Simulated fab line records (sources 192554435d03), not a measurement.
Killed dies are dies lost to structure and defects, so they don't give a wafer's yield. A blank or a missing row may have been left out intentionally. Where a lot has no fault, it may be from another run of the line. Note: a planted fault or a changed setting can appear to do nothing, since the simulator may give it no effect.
fab line records	flow n5Finfet
record lots=6	wafers=18	lastDay=18
route steps=1938 shown BEOL_M7@1298 PASSIVATION@1936
lots that met no fault: from a run of the same line without faults
startH: the number of hours between the record's first day and the start of the first shown wafer of the lot	waitH: how many hours have passed since the lot's step before this one	" identical to the entry in the row above	L1.1+2: one row covering several wafers at once	- value missing, or start not given	* or withheld: withheld	< > ~ a bound
route shown NAME@n: a module of which the file shows steps, and the number in the route of the first	usual: mean/standard deviation of fault-free wafers	same: alike in all rows	chamber/n: place in a boat	sites: per-site readings	_std_site: the values' standard deviation	_edge_site: inner sites' mean taken away from outer sites' mean	radiusMm: for every site, how far away it sits from the centre of the wafer	mask NAME#n: copy n	behind: the tool/chamber that last shaped the wafer	hold: what put the lot on hold/how long, in hours/how the hold closed	device: whichever transistor did not switch (one of n, p or np)	end of line: the tests these same wafers got at the end of their route	a step without rows: its recipe alone	killed: not the wafer's yield, but the dies lost to structure and defects at the first sort	map: dies across one wafer; x = killed, . = not, _ = none there
set.NAME: the setting as run; set.NAME@STEP: as run at that earlier step	model.NAME: the simulator's own value behind a step, which no gauge read
lots at some steps of the route; a table a step, a row a wafer
services: from which hour (startH, from the record's first day; less than 0 if before it) a tool's chamber was out of use, for how many hours, and why
## steps
# step N5_BEOL_M7_INSPECT_30
# recipe mode=adi	inspectInstrument=brightfield
# usual rawDefectCount=436/93
lot.wafer	tool	chamber	startH	waitH	rawDefectCount
L641.2	defectInspect-01	-	220.08	0.0	439
L641.4	"	-	"	"	505
L641.5	"	-	"	"	371
L650.1	defectInspect-02	-	279.63	0.1	268
L650.2	"	-	"	"	378
L650.4	"	-	"	"	287
L654.4	defectInspect-02	-	288.26	0.0	398
L654.5	"	-	"	"	602
L654.6	"	-	"	"	528
L659.1	defectInspect-01	-	324.36	0.1	447
L659.2	"	-	"	"	337
L659.3	"	-	"	"	400
L657.1	defectInspect-02	-	324.41	0.1	381
L657.5	"	-	"	"	477
L657.6	"	-	"	"	331
L661.2	defectInspect-02	-	360.40	0.0	460
L661.3	"	-	"	"	478
L661.6	"	-	"	"	420
# step N5_BEOL_M7_DESCUM_33
# recipe chemistry=O2	timeS=7	sourcePowerW=50	biasPowerW=20	pressureMtorr=20	rfFrequencyHz=2.712e+07	tempC=40	resist=CAR-EUV	o2FlowSccm=225
# usual drypumpMotorCurrentA=5.8/0.56	oesProductAu=0.77/0.089	rfVppV=242.9/1.3	showerheadPlenumPTorr=2.08/0.066	throttleValvePct=20.4/0.31
lot.wafer	tool	chamber	startH	waitH	drypumpMotorCurrentA	oesProductAu	rfHoursCounterH	rfVppV	showerheadPlenumPTorr	throttleValvePct
L641.2	rieDiel-03	3	220.11	0.0	5.8	0.78	107	244.0	2.11	20.2
L641.4	"	1	"	"	6.3	0.69	236	243.6	2.14	20.2
L641.5	"	3	"	"	5.8	0.77	-	243.3	2.11	20.2
L650.1	rieDiel-02	2	279.90	0.3	4.6	0.86	33	243.5	2.14	20.3
L650.2	"	3	"	"	6.6	0.83	79	242.6	2.02	20.0
L650.4	"	1	"	"	6.6	0.67	-	243.5	2.15	20.7
L654.4	rieDiel-03	2	288.37	0.1	5.6	0.71	-	241.9	2.09	20.9
L654.5	"	3	"	"	5.8	0.76	-	244.1	2.10	20.2
L654.6	"	1	"	"	6.3	0.96	-	243.8	2.14	19.8
L659.1	rieDiel-04	3	324.40	0.0	6.2	0.70	246	243.0	2.04	20.3
L659.2	"	1	"	"	5.3	0.79	126	242.4	2.01	20.1
L659.3	"	2	"	"	5.2	0.71	191	241.9	2.09	20.2
L657.1	rieDiel-02	0	324.62	0.2	5.8	0.94	10	243.8	2.16	20.7
L657.5	"	1	"	"	6.6	0.65	-	243.0	2.15	20.7
L657.6	"	0	"	"	5.7	0.94	-	245.6	2.16	20.7
L661.2	rieDiel-02	1	360.43	0.0	6.5	0.97	4	242.5	2.15	20.4
L661.3	"	2	"	"	4.6	0.84	56	243.4	2.13	20.4
L661.6	"	1	"	"	6.5	0.96	-	243.3	2.15	20.4
# step N5_BEOL_M7_ETCH_72
# recipe chemistry=N2/H2	target=underlayer	targetDepthA=65	maskMaterial=CAR-EUV	timeS=5.2	ionEnergyEv=200	pressureMtorr=30	sourceW=840	biasW=150	n2FlowSccm=200	h2FlowSccm=200	ends=cleared
# usual drypumpMotorCurrentA=5.8/0.56	etchRfOnTimeS=5.22/0.1	oesProductAu=0.66/0.077	rfVppV=523.3/2.4	showerheadPlenumPTorr=2.52/0.077	throttleValvePct=17.80/0.26
lot.wafer	tool	chamber	startH	waitH	drypumpMotorCurrentA	etchRfOnTimeS	oesProductAu	rfHoursCounterH	rfVppV	showerheadPlenumPTorr	throttleValvePct
L641.2	rieDiel-03	3	220.14	0.0	5.8	5.18	0.65	107	525.8	2.57	17.76
L641.4	"	1	"	"	6.3	5.23	0.58	236	525.8	2.61	17.61
L641.5	"	3	"	"	5.8	5.24	0.66	-	522.8	2.57	17.76
L650.1	rieDiel-02	2	279.94	0.0	4.6	5.17	0.75	33	526.5	2.59	17.66
L650.2	"	3	"	"	6.6	5.07	0.71	79	523.3	2.45	17.35
L650.4	"	1	"	"	6.6	5.39	0.57	-	525.8	2.63	18.19
L654.4	rieDiel-03	2	288.40	0.0	5.6	5.17	0.61	-	524.0	2.49	18.10
L654.5	"	3	"	"	5.8	5.19	0.64	-	524.2	2.57	17.79
L654.6	"	1	"	"	6.3	5.02	0.82	-	526.2	2.61	17.22
L659.1	rieDiel-04	3	324.43	0.0	6.3	5.30	0.58	246	524.1	2.49	17.83
L659.2	"	1	"	"	5.3	5.22	0.68	126	520.9	2.45	17.64
L659.3	"	2	"	"	5.2	5.40	0.61	191	523.7	2.52	17.61
L657.1	rieDiel-02	0	324.66	0.0	5.8	5.36	0.79	10	526.9	2.62	18.11
L657.5	"	1	"	"	6.5	5.41	0.56	-	524.5	2.62	18.21
L657.6	"	0	"	"	5.7	5.30	0.79	-	523.6	2.61	18.10
L661.2	rieDiel-02	1	360.47	0.0	6.6	5.13	0.82	4	525.9	2.62	17.83
L661.3	"	2	"	"	4.6	5.09	0.72	56	524.8	2.58	17.73
L661.6	"	1	"	"	6.6	5.15	0.81	-	527.0	2.62	17.82
# step N5_BEOL_M7_ETCH_65
# recipe chemistry=CF4	target=SiARC	targetDepthA=156	maskMaterial=CAR-EUV	timeS=26	ionEnergyEv=80	pressureMtorr=40	sourceW=545	biasW=36	Ar_flow_sccm=100	cf4FlowSccm=100	ends=cleared
# step N5_BEOL_M7_ETCH_66
# recipe chemistry=N2/H2	target=SOC	targetDepthA=800	overetchA=160	maskMaterial=SiARC	tempC=40	timeS=120	ionEnergyEv=200	pressureMtorr=30	sourceW=840	biasW=150	n2FlowSccm=200	h2FlowSccm=200
# usual drypumpMotorCurrentA=5.8/0.56	oesProductAu=0.59/0.064	rfVppV=523.4/2.3	showerheadPlenumPTorr=2.52/0.077	throttleValvePct=17.76/0.27
lot.wafer	tool	chamber	startH	waitH	drypumpMotorCurrentA	oesProductAu	rfHoursCounterH	rfVppV	showerheadPlenumPTorr	throttleValvePct
L641.2	rieDiel-03	3	220.19	0.0	5.8	0.59	107	523.8	2.57	17.73
L641.4	"	1	"	"	6.3	0.52	236	525.8	2.61	17.58
L641.5	"	3	"	"	5.8	0.59	-	524.6	2.57	17.72
L650.1	rieDiel-02	2	279.98	0.0	4.7	0.67	33	525.0	2.59	17.65
L650.2	"	3	"	"	6.6	0.63	79	522.0	2.45	17.29
L650.4	"	1	"	"	6.6	0.52	-	525.5	2.63	18.16
L654.4	rieDiel-03	2	288.48	0.0	5.6	0.55	-	522.7	2.49	18.06
L654.5	"	3	"	"	5.8	0.58	-	524.4	2.57	17.75
L654.6	"	1	"	"	6.3	0.74	-	525.9	2.61	17.18
L659.1	rieDiel-04	3	324.48	0.0	6.3	0.54	246	522.3	2.49	17.81
L659.2	"	1	"	"	5.3	0.61	126	521.9	2.45	17.60
L659.3	"	2	"	"	5.2	0.55	191	525.1	2.52	17.58
L657.1	rieDiel-02	0	324.70	0.0	5.8	0.72	10	524.7	2.62	18.06
L657.5	"	1	"	"	6.6	0.52	-	526.9	2.62	18.18
L657.6	"	0	"	"	5.7	0.72	-	525.0	2.61	18.08
L661.2	rieDiel-02	1	360.51	0.0	6.6	0.73	4	526.0	2.62	17.80
L661.3	"	2	"	"	4.7	0.64	56	525.9	2.58	17.70
L661.6	"	1	"	"	6.6	0.72	-	525.2	2.62	17.80
# step N5_BEOL_M7_STRIP_69
# recipe chemistry=N2/H2	tempC=40	n2FlowSccm=200	h2FlowSccm=200	rfFrequencyHz=6e+07
# step N5_BEOL_M7_STRIP_73
# recipe chemistry=N2/H2	tempC=40	n2FlowSccm=200	h2FlowSccm=200	rfFrequencyHz=6e+07
# step N5_BEOL_M7_VIA_ETCH_34
# recipe chemistry=C4F6/O2	target=SiCOH_lowk	targetDepthA=1255	maskMaterial=SOC	taperDeg=4	timeS=50.5	ionEnergyEv=250	pressureMtorr=30	sourceW=345	biasW=185	Ar_flow_sccm=300	C4F6_flow_sccm=10	O2_flow_sccm=10
# usual drypumpMotorCurrentA=5.8/0.56	oesProductAu=0.77/0.089	rfVppV=667/11	showerheadPlenumPTorr=2.83/0.085	throttleValvePct=20.81/0.27
lot.wafer	tool	chamber	startH	waitH	drypumpMotorCurrentA	oesProductAu	rfHoursCounterH	rfVppV	showerheadPlenumPTorr	throttleValvePct
L641.2	rieDiel-03	3	220.29	0.0	5.8	0.78	107	668	2.86	20.63
L641.4	"	1	"	"	6.3	0.69	236	679	2.91	20.61
L641.5	"	3	"	"	5.8	0.77	-	668	2.86	20.64
L650.1	rieDiel-02	2	280.08	0.0	4.6	0.88	33	664	2.93	20.92
L650.2	"	3	"	"	6.6	0.83	79	672	2.78	20.57
L650.4	"	1	"	"	6.6	0.67	-	674	2.90	21.05
L654.4	rieDiel-03	2	288.56	0.0	5.6	0.70	-	672	2.80	21.16
L654.5	"	3	"	"	5.8	0.75	-	667	2.85	20.66
L654.6	"	1	"	"	6.3	0.97	-	678	2.91	20.27
L659.1	rieDiel-04	3	324.58	0.0	6.3	0.70	246	666	2.82	20.95
L659.2	"	1	"	"	5.3	0.78	126	682	2.73	20.48
L659.3	"	2	"	"	5.2	0.70	191	668	2.83	20.57
L657.1	rieDiel-02	0	324.80	0.0	5.7	0.95	11	642	2.91	21.14
L657.5	"	1	"	"	6.6	0.66	-	675	2.90	21.06
L657.6	"	0	"	"	5.7	0.94	-	642	2.91	21.11
L661.2	rieDiel-02	1	360.61	0.0	6.6	0.97	4	674	2.89	20.78
L661.3	"	2	"	"	4.6	0.85	56	665	2.91	20.95
L661.6	"	1	"	"	6.6	0.97	-	674	2.89	20.74
# step N5_BEOL_M7_STRIP_76
# recipe chemistry=C4F6/O2	resist=SiARC	rfFrequencyHz=6e+07
# step N5_BEOL_M7_STRIP_36
# recipe chemistry=N2/H2	powerW=450	tempC=40	pressureMtorr=20	rfFrequencyHz=6e+07	overashFraction=0.3	biasPowerW=7	h2Frac=0.5	n2FlowSccm=200	h2FlowSccm=200
# step N5_BEOL_M7_TRENCH_ETCH_37
# recipe chemistry=C4F6/O2	targetDepthA=934.78	target=SiCOH_lowk	timeS=31.2	ionEnergyEv=250	pressureMtorr=30	sourceW=345	biasW=185	Ar_flow_sccm=300	C4F6_flow_sccm=10	O2_flow_sccm=10
# step N5_BEOL_M7_ETCH_41
# recipe chemistry=CH3F/O2	target=SiCN	targetDepthA=319	taperDeg=2	timeS=57.8	ionEnergyEv=120	maskMaterial=TiN	pressureMtorr=30	sourceW=395	biasW=75	Ar_flow_sccm=150	CH3F_flow_sccm=30	O2_flow_sccm=20
# usual drypumpMotorCurrentA=5.8/0.56	oesProductAu=0.77/0.089	rfVppV=297.1/1.5	showerheadPlenumPTorr=1.99/0.062	throttleValvePct=16.26/0.26
lot.wafer	tool	chamber	startH	waitH	drypumpMotorCurrentA	oesProductAu	rfHoursCounterH	rfVppV	showerheadPlenumPTorr	throttleValvePct
L641.2	rieDiel-03	3	-	-	5.8	0.77	107	297.5	2.01	16.08
L641.4	"	1	"	"	6.3	0.68	236	298.8	2.05	16.12
L641.5	"	3	"	"	5.8	0.78	-	298.3	2.01	16.10
L650.1	rieDiel-02	2	-	-	4.6	0.89	33	297.4	2.06	16.26
L650.2	"	3	"	"	6.6	0.83	79	297.1	1.95	15.97
L650.4	"	1	"	"	6.6	0.67	-	298.5	2.04	16.55
L654.4	rieDiel-03	2	-	-	5.6	0.71	-	297.5	1.97	16.60
L654.5	"	3	"	"	5.8	0.76	-	296.0	2.01	16.12
L654.6	"	1	"	"	6.3	0.97	-	298.9	2.04	15.70
L659.1	rieDiel-04	3	-	-	6.2	0.69	246	296.8	1.97	16.38
L659.2	"	1	"	"	5.3	0.79	126	296.0	1.91	15.97
L659.3	"	2	"	"	5.2	0.71	191	297.2	1.99	16.07
L657.1	rieDiel-02	0	-	-	5.7	0.93	11	297.3	2.05	16.48
L657.5	"	1	"	"	6.6	0.66	-	298.2	2.04	16.56
L657.6	"	0	"	"	5.7	0.94	-	297.8	2.05	16.46
L661.2	rieDiel-02	1	-	-	6.6	0.96	4	299.3	2.04	16.13
L661.3	"	2	"	"	4.7	0.84	57	298.0	2.05	16.31
L661.6	"	1	"	"	6.6	0.95	-	297.8	2.04	16.15
# step N5_BEOL_M7_STRIP_80
# recipe chemistry=N2/H2	timeS=10	powerW=450	tempC=40	pressureMtorr=20	rfFrequencyHz=6e+07	biasPowerW=7	n2FlowSccm=200	h2FlowSccm=200
# usual biasPowerW=6.999/0.021	chamberPressureMTorr=19.998/0.019	drypumpMotorCurrentA=5.8/0.56	oesProductAu=0.77/0.089	rfVppV=59.1/0.77	showerheadPlenumPTorr=2.52/0.077	throttleValvePct=23.59/0.28
lot.wafer	tool	chamber	startH	waitH	biasPowerW	chamberPressureMTorr	drypumpMotorCurrentA	oesProductAu	rfHoursCounterH	rfVppV	showerheadPlenumPTorr	throttleValvePct
L641.2	rieDiel-03	3	220.46	-	6.987	20.013	5.8	0.77	107	59.6	2.57	23.62
L641.4	"	1	"	"	6.991	19.997	6.3	0.68	236	59.2	2.61	23.31
L641.5	"	3	"	"	7.001	20.020	5.8	0.78	-	59.9	2.57	23.65
L650.1	rieDiel-02	2	280.25	-	6.998	19.998	4.7	0.87	33	59.5	2.58	23.50
L650.2	"	3	"	"	7.006	19.997	6.6	0.84	79	59.7	2.45	23.06
L650.4	"	1	"	"	6.999	20.014	6.6	0.67	-	57.8	2.62	23.94
L654.4	rieDiel-03	2	288.73	-	7.017	20.003	5.6	0.70	-	58.1	2.48	23.87
L654.5	"	3	"	"	7.005	19.998	5.8	0.75	-	60.4	2.56	23.66
L654.6	"	1	"	"	7.020	19.994	6.3	0.96	-	58.6	2.60	23.04
L659.1	rieDiel-04	3	324.75	-	-	-	-	-	-	-	-	-
L659.2	"	1	"	"	-	-	-	-	-	-	-	-
L659.3	"	2	"	"	-	-	-	-	-	-	-	-
L657.1	rieDiel-02	0	324.97	-	-	-	-	-	-	-	-	-
L657.5	"	1	"	"	-	-	-	-	-	-	-	-
L657.6	"	0	"	"	-	-	-	-	-	-	-	-
L661.2	rieDiel-02	1	360.78	-	6.997	19.992	6.6	0.97	4	59.5	2.61	23.76
L661.3	"	2	"	"	7.014	19.972	4.7	0.85	57	60.0	2.57	23.53
L661.6	"	1	"	"	7.007	19.980	6.6	0.97	-	59.0	2.61	23.77
# step N5_BEOL_M7_OCD_MEAS_38
# usual trenchDepthNm=92.8/1.5
lot.wafer	tool	chamber	startH	waitH	trenchDepthNm
L641.2	ocd-02	-	220.54	-	93.9
L641.4	"	-	"	"	93.1
L641.5	"	-	"	"	93.6
L650.1	ocd-02	-	280.33	-	93.8
L650.2	"	-	"	"	94.3
L650.4	"	-	"	"	90.8
L654.4	ocd-02	-	288.79	-	92.0
L654.5	"	-	"	"	93.8
L654.6	"	-	"	"	95.1
L659.1	ocd-01	-	324.83	-	93.4
L659.2	"	-	"	"	91.5
L659.3	"	-	"	"	90.5
L657.1	ocd-01	-	325.05	-	92.9
L657.5	"	-	"	"	91.9
L657.6	"	-	"	"	93.2
L661.2	ocd-02	-	360.86	-	93.3
L661.3	"	-	"	"	94.4
L661.6	"	-	"	"	93.2
# step N5_PASSIVATION_PROBE_49
# usual defectLimitedYield=91.4/1.4	killed_at_M0_to_M3=33/11	killed_at_M4_up=13/5.3	killedAtContacts=13/6.1	killedAtFrontEnd=40/11	killedAtOther=2.9/2.7	killedDies=102/17	killedOpen=68/13	killedShort=32/7.5	sort_bin_4_leakage=0.00/0.022	sort_bin_5_function=5.1/0.98	sort_bin_6_memory=3.2/0.69	sort_bin_8_speed=0.1/1.1	sortNPass=1077/21	sortYieldPct=91.3/1.7
# same grossDies=1180	killedAtBackSide=0
lot.wafer	tool	chamber	startH	waitH	defectLimitedYield[%]	killed_at_M0_to_M3	killed_at_M4_up	killedAtContacts	killedAtFrontEnd	killedAtOther	killedDies	killedOpen	killedShort	sort_bin_4_leakage[%]	sort_bin_5_function[%]	sort_bin_6_memory[%]	sort_bin_8_speed[%]	sortNPass	sortYieldPct[%]
L659.1	prober-02	-	411.20	0.0	88.7	20	47	10	55	1	133	87	43	0	6.3	4.4	0	1047	88.7
L659.2	prober-02	-	411.25	0.1	88.3	35	47	12	36	8	138	97	40	0	7.1	4.2	0	1042	88.3
L659.3	prober-02	-	411.30	0.1	88.2	34	59	13	29	4	139	99	40	0	6.9	4.5	0	1041	88.2
L657.1	prober-01	-	414.89	0.0	86.6	63	52	9	30	4	158	114	43	0	8.6	4.3	0	1022	86.6
L657.5	prober-01	-	415.09	0.2	88.1	26	62	5	47	1	141	103	37	0	6.3	5.4	0	1039	88.1
L657.6	prober-01	-	415.14	0.3	90.5	14	59	10	28	1	112	79	32	0	6.5	2.5	0	1068	90.5
# killed by level:class
L659.1 BEOL_M7:geometricParticle:open=29 FIN_SAQP:geometricParticle:open=16 FIN_SAQP:geometricParticle:short=11 MOL_CONTACT_COAG:geometricParticle:open=9 BEOL_M7:geometricParticle:short=9 DUMMY_GATE:geometricParticle:open=8 BEOL_M1:geometricParticle:open=6 BEOL_M0_SAQP:geometricParticle:short=5
L659.2 BEOL_M7:geometricParticle:open=38 BEOL_M1:geometricParticle:open=16 FIN_SAQP:geometricParticle:short=11 MOL_CONTACT_COAG:geometricParticle:open=11 FIN_SAQP:geometricParticle:open=7 STI_FIN_REVEAL:geometricParticle:open=7 STI_FIN_REVEAL:geometricParticle:short=5 PASS1_CAP:geometricParticle:short=5
L659.3 BEOL_M7:geometricParticle:open=40 BEOL_M1:geometricParticle:open=11 FIN_SAQP:geometricParticle:short=9 BEOL_M2:geometricParticle:open=9 MOL_CONTACT_COAG:geometricParticle:open=8 BEOL_M4:geometricParticle:open=7 FIN_SAQP:geometricParticle:open=6 BEOL_M0_SAQP:geometricParticle:open=6
L657.1 BEOL_M7:geometricParticle:open=39 BEOL_M0_SAQP:geometricParticle:open=15 BEOL_M1:geometricParticle:open=14 BEOL_M2:geometricParticle:open=13 BEOL_M0_SAQP:geometricParticle:short=11 MOL_CONTACT_COAG:geometricParticle:open=7 FIN_SAQP:geometricParticle:open=6 FIN_SAQP:geometricParticle:short=5
L657.5 BEOL_M7:geometricParticle:open=39 FIN_SAQP:geometricParticle:open=22 BEOL_M4:geometricParticle:open=10 BEOL_M0_SAQP:geometricParticle:short=9 BEOL_M7:geometricParticle:short=7 GATE_CUT:geometricParticle:open=6 BEOL_M0_SAQP:geometricParticle:open=6 FIN_SAQP:geometricParticle:short=4
L657.6 BEOL_M7:geometricParticle:open=38 MOL_CONTACT_COAG:geometricParticle:open=10 BEOL_M7:geometricParticle:short=10 FIN_SAQP:geometricParticle:open=5 STI_FIN_REVEAL:geometricParticle:open=5 STI_FIN_REVEAL:geometricParticle:short=3 ILD0:geometricParticle:short=3 GATE_CUT:geometricParticle:short=3
# map L657.1 (x killed, . not)
_________________x......x...x________________
______________.................._____________
___________............x..xx......x__________
__________...xx......x.............._________
________...x........x......x.........._______
_______x.................xxx...........______
______......................x.x........._____
_____.xx......x.........xx..........x....____
____..x.x........x.x........x..........x..___
___......x...........x...................x.__
___......x.x..................x............__
__..........x..x..........................x._
__..x.........x..............x.x.....xx.x.x._
_..........x..x..x..................xx.......
_.......................x.x..x..x..x.xx......
_x...x.................x..x............x.....
_.x.....x.......x...x........x.x.......xxx...
_..................xx.x..................xx..
_.x....x........x.x........x..xxx.x......x...
_.x.......x.x.........................x......
_....x...x........x..xxx...........x.....x...
__.x........................................_
__............................x.x.......x..._
___....xx.....x...x...x...........x.x......__
___...x......xx.............xx...x..xx..x..__
____...x............................x.xx..___
_____x...x........x.........x..........x.____
______.xx....xxx..x............x...x...._____
_______...x...x........xx..............______
________..x.......x..x.....xx........._______
__________..............x..x.....x.._________
___________.........x.x...xxx......__________
______________.xx..............._____________
_________________....x.......________________
# map L659.3 (x killed, . not)
_________________.....x.x....________________
______________...........x......_____________
___________..x....xx..x......x....x__________
__________......x.....x............._________
________.............x...............x_______
_______.........x...........xx.........______
______....................xx......x....._____
_____................x..x.x..............____
____...............x...x.........x...x....___
___......x...............x....x............__
___.......x.....................x...x.x..x.__
__.........x................................_
__...x...............................x......_
_.....x...............x...............x.x....
_.................x..x..x...................x
_.............x.....................x.......x
_..x...........x......x.x.x...x..............
_x.x..x...xx.x...................x...........
_........x....x.x.......x...x..x........x....
_.........................xx...x.............
_.....xx..x....x.x.x......x..........x...x...
__..x...............x..xx...........x...x..._
__.x.x.x.x...x..x..........................._
___......x..x....x........x.......xx.x.....__
___...x...x..x..x......x.xx................__
____......................x.........x..x..___
_____...xx..x.....x.....x.....x....x.....____
______.....x.....x......x.........x..x.._____
_______.x...x..................x....x..______
________..................xxx...x....._______
__________........x................._________
___________...x........x...........__________
______________..xx..........xx.x_____________
_________________x..........x________________
## services
tool	chamber	startH	hours	kind
rieDiel-04	1	209.51	16.5	repair
rieDiel-02	0	238.33	5.8	repair
rieDiel-03	0	241.10	-	clean
rieDiel-03	0	241.10	-	consumableReplace:focusRing
rieDiel-03	0	241.10	13.3	scheduledDown
rieDiel-03	0	241.10	13.3	ventCycle
rieDiel-03	1	264.73	-	clean
rieDiel-03	1	264.73	-	consumableReplace:focusRing
rieDiel-03	1	264.73	16.1	scheduledDown
rieDiel-03	1	264.73	16.1	ventCycle
rieDiel-03	-	271.55	14.6	pm
rieDiel-02	0	274.53	-	clean
rieDiel-02	0	274.53	-	consumableReplace:focusRing
rieDiel-02	0	274.53	14.8	scheduledDown
rieDiel-02	0	274.53	14.8	ventCycle
rieDiel-03	0	318.78	21.1	repair
rieDiel-04	0	319.25	5.6	repair
rieDiel-02	1	330.24	-	clean
rieDiel-02	1	330.24	-	consumableReplace:focusRing
rieDiel-02	1	330.24	18.0	scheduledDown
rieDiel-02	1	330.24	18.0	ventCycle
rieDiel-03	2	339.96	-	clean
rieDiel-03	2	339.96	-	consumableReplace:focusRing
rieDiel-03	2	339.96	16.9	scheduledDown
## key
firstSign step=N5_BEOL_M7_STRIP_80	reading=toolRecord	direction=missing
effect step=N5_PASSIVATION_PROBE_49	reading=killed_at_M4_up	direction=up	sigmas=7.8	usual=13	struck=54
moreKillsBornAt N5_BEOL_M7_STRIP_80@rieDiel-02=135	N5_BEOL_M7_STRIP_80@rieDiel-04=121
metAt N5_BEOL_M7_STRIP_80
struckWafers L657.1,L657.5,L657.6,L659.1,L659.2,L659.3
onsetBetween 280.25 324.75
fault kind=skippedStepWhole	tool=rieDiel-02,rieDiel-04	chamber=-	onsetH=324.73	steps=N5_BEOL_M7_STRIP_80	scope=struckLotsOnly
